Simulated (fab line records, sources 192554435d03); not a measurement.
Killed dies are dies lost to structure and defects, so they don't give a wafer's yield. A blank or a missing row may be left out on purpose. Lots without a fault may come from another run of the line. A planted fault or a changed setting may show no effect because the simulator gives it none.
Chamber matching | flow n5_finfet | N5_MOL_CONTACT_COAG_ETCH_124 on rie_diel-06: 4 sister chambers
The step etches SiNx in CH3F/O2, stops on SiOC, target depth 6.5 nm. 27 wafers are shown with their chamber, then 12 later ones without.

WAFERS WITH THEIR CHAMBER
wafer  | chamber | showerhead_plenum_p_Torr (Torr) | throttle_valve_pct (%) | drypump_motor_current_A (A)
L074.1 | 0       | 1.89                            | 16.54                  | 5.8
L074.4 | 3       | 1.92                            | 15.96                  | 5.0
L074.6 | 1       | 1.91                            | 16.67                  | 5.5
L075.3 | 2       | 2.08                            | 16.76                  | 4.9
L075.4 | 1       | 1.91                            | 16.67                  | 5.5
L075.5 | 3       | 1.92                            | 15.99                  | 5.0
L076.3 | 3       | 1.92                            | 15.97                  | 5.0
L076.4 | 2       | 2.08                            | 16.77                  | 4.9
L076.6 | 1       | 1.91                            | 16.69                  | 5.4
L077.3 | 0       | 1.89                            | 16.56                  | 5.8
L077.4 | 3       | 1.92                            | 15.97                  | 5.0
L077.6 | 3       | 1.92                            | 15.96                  | 5.0
L079.1 | 1       | 1.91                            | 16.68                  | 5.5
L079.2 | 3       | 1.92                            | 15.98                  | 5.0
L079.4 | 0       | 1.89                            | 16.57                  | 5.7
L081.2 | 2       | 2.08                            | 16.78                  | 4.9
L081.4 | 2       | 2.08                            | 16.77                  | 4.9
L081.6 | 1       | 1.91                            | 16.69                  | 5.5
L083.1 | 1       | 1.91                            | 16.72                  | 5.4
L083.4 | 2       | 2.07                            | 16.79                  | 4.9
L083.5 | 1       | 1.91                            | 16.70                  | 5.5
L082.1 | 1       | 1.91                            | 16.71                  | 5.5
L082.2 | 0       | 1.89                            | 16.57                  | 5.8
L082.6 | 2       | 2.07                            | 16.80                  | 4.9
L087.3 | 0       | 1.89                            | 16.58                  | 5.7
L087.4 | 1       | 1.90                            | 16.73                  | 5.5
L087.6 | 1       | 1.90                            | 16.72                  | 5.5

SIGNATURES (means of the wafers above)
reading                  | chamber 0 | chamber 1 | chamber 2 | chamber 3 | scatter within a chamber
showerhead_plenum_p_Torr | 1.8900    | 1.9080    | 2.0767    | 1.9200    | 0.00357
throttle_valve_pct       | 16.5640   | 16.6980   | 16.7783   | 15.9717   | 0.0173
drypump_motor_current_A  | 5.760     | 5.480     | 4.900     | 5.000     | 0.0349
Rule: a wafer's distance from a chamber is the root of the sum, over the readings, of the square of ((its reading less the chamber's mean) divided by the reading's scatter). The wafer belongs to the nearest chamber; if the next one is less than 2 further off, it can't be placed. The scatter: the root of (the sum of the squares of (reading less its chamber's mean) over the shown wafers, divided by (wafers less chambers)).

WAFERS WITHOUT THEIR CHAMBER
wafer  | showerhead_plenum_p_Torr (Torr) | throttle_valve_pct (%) | drypump_motor_current_A (A)
L089.4 | 1.90                            | 16.73                  | 5.5
L089.5 | 2.07                            | 16.79                  | 4.9
L089.6 | 1.91                            | 16.01                  | 5.0
L090.1 | 1.90                            | 16.74                  | 5.5
L090.3 | 2.07                            | 16.82                  | 4.9
L090.5 | 1.88                            | 16.60                  | 5.8
L093.2 | 1.91                            | 16.01                  | 5.0
L093.5 | 1.90                            | 16.73                  | 5.5
L093.6 | 1.88                            | 16.61                  | 5.8
L097.1 | 1.91                            | 16.02                  | 5.0
L097.5 | 1.90                            | 16.76                  | 5.5
L097.6 | 2.06                            | 16.83                  | 4.9

WHICH CHAMBER EACH WENT THROUGH
wafer  | from the rows above | in truth
L089.4 | 1                   | 1
L089.5 | 2                   | 2
L089.6 | 3                   | 3
L090.1 | 1                   | 1
L090.3 | 2                   | 2
L090.5 | 0                   | 0
L093.2 | 3                   | 3
L093.5 | 1                   | 1
L093.6 | 0                   | 0
L097.1 | 3                   | 3
L097.5 | 1                   | 1
L097.6 | 2                   | 2
Placed correctly: 12 of 12. Can't be placed from these rows: 0. Placed wrongly: 0.
